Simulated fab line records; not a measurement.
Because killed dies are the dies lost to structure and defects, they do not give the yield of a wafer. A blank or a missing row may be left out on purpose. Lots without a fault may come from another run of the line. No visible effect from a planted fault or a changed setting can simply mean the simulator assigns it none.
Matching of chambers / flow n5 finfet / N5_BEOL_M11_CURE_72 on uv cure-01: 3 sister chambers
The step cures SiCOH lowk, time 120 s. 3 wafers are shown with their chamber, then 8 later ones without.

## WAFERS PAIRED WITH THEIR CHAMBERS
wafer=L076.6; chamber=1; wafer_temp_C_max=370.8
wafer=L087.5; chamber=0; wafer_temp_C_max=372.5
wafer=L091.1; chamber=2; wafer_temp_C_max=371.6

## WAFERS WITHOUT THEIR CHAMBER
wafer=L091.2; wafer_temp_C_max=371.2
wafer=L091.4; wafer_temp_C_max=371.2
wafer=L092.2; wafer_temp_C_max=371.2
wafer=L092.4; wafer_temp_C_max=371.6
wafer=L092.5; wafer_temp_C_max=371.3
wafer=L097.4; wafer_temp_C_max=372.5
wafer=L097.5; wafer_temp_C_max=373.2
wafer=L097.6; wafer_temp_C_max=373.0

## WHICH CHAMBER EACH ONE RAN IN
wafer=L091.2; from the rows above=can't be placed: 1 or 2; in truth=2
wafer=L091.4; from the rows above=can't be placed: 1 or 2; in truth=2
wafer=L092.2; from the rows above=can't be placed: 1 or 2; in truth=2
wafer=L092.4; from the rows above=can't be placed: 2 or 1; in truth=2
wafer=L092.5; from the rows above=can't be placed: 2 or 1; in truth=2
wafer=L097.4; from the rows above=0; in truth=0
wafer=L097.5; from the rows above=0; in truth=0
wafer=L097.6; from the rows above=0; in truth=0
3 of 8 placed correctly. These rows do not allow placing 5 (true chamber among the candidates in 5). Placed wrongly: 0.
How it was worked out, from the rows above alone: a wafer's distance from a chamber is the root of the sum, over the readings, of the square of ((its reading less the chamber's mean) divided by the reading's scatter). The wafer belongs to the nearest chamber; if the next one is less than 2 further off, it can't be placed. The mean given for a chamber averages the wafers shown for that chamber. The scatter: root of mean squared gap, hidden wafer to nearest shown wafer, with one shown wafer a chamber.
